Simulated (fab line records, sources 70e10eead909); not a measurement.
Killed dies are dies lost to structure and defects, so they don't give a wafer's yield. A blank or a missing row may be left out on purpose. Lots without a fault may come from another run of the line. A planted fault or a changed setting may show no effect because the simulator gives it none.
Which tool did it? | flow nand_harc | 6 lots, 18 wafers sampled, at 2 steps of a route of 1302

WHAT THE GAUGES READ, wafer by wafer
NHARC_P_GATE_CD_MEAS_46: target cd 720 nm.
lot  | measured     | on        | cd_nm (nm)
L765 | day 6 21:01  | cd_sem-03 | 719.0 721.3 720.3
L766 | day 7 15:28  | cd_sem-03 | 722.1 719.0 721.9
L769 | day 8 14:43  | cd_sem-02 | 719.7 719.7 722.2
L774 | day 10 10:57 | cd_sem-03 | 717.5 717.8 719.3
L781 | day 13 07:35 | cd_sem-01 | 741.8 739.5 739.9
L784 | day 14 19:26 | cd_sem-02 | 720.2 718.1 720.6

WHICH TOOL RAN EACH LOT (tool, then ch and the chambers of the sampled wafers, then the start)
lot  | NHARC_P_GATE_EXPOSE_43
L765 | krf_scanner-03 ch 0, day 6 20:52
L766 | krf_scanner-03 ch 0, day 7 15:19
L769 | krf_scanner-01 ch 0, day 8 14:34
L774 | krf_scanner-01 ch 0, day 10 10:47
L781 | krf_scanner-01 ch 0, day 13 07:26
L784 | krf_scanner-03 ch 0, day 14 19:16
- NHARC_P_GATE_EXPOSE_43: exposes mask P NSD, target cd 720 nm.

THE ANSWER, worked out from the rows above alone
Rule: what is usual is taken from the lots themselves. Put in order of their means at a reading, lots are off if they are a third of the lots or fewer, leave a main group of 4 or more, and stand apart from it by a gap of 3 or more times the standard deviation of the main group's means; of several such gaps the widest counts. A main group whose means are all the same, to the digits that the tables above print for the reading, isn't used. A lot without any number at a reading at which 4 lots or more have one is off too. The other lots that the step has rows for count as sound.
Off: L781, at NHARC_P_GATE_CD_MEAS_46 (cd_nm). The main group: mean 719.9 nm, standard deviation 0.97.
A tool fits if, at a process step before that reading, it ran every lot that is off, and no sound lot after the first of them. The gauges at NHARC_P_GATE_CD_MEAS_46 are tried like those tools. Can't be told from this: 2 tools fit, krf_scanner-01 at NHARC_P_GATE_EXPOSE_43, cd_sem-01 at NHARC_P_GATE_CD_MEAS_46.

WHAT THE SIMULATOR HAD PUT IN
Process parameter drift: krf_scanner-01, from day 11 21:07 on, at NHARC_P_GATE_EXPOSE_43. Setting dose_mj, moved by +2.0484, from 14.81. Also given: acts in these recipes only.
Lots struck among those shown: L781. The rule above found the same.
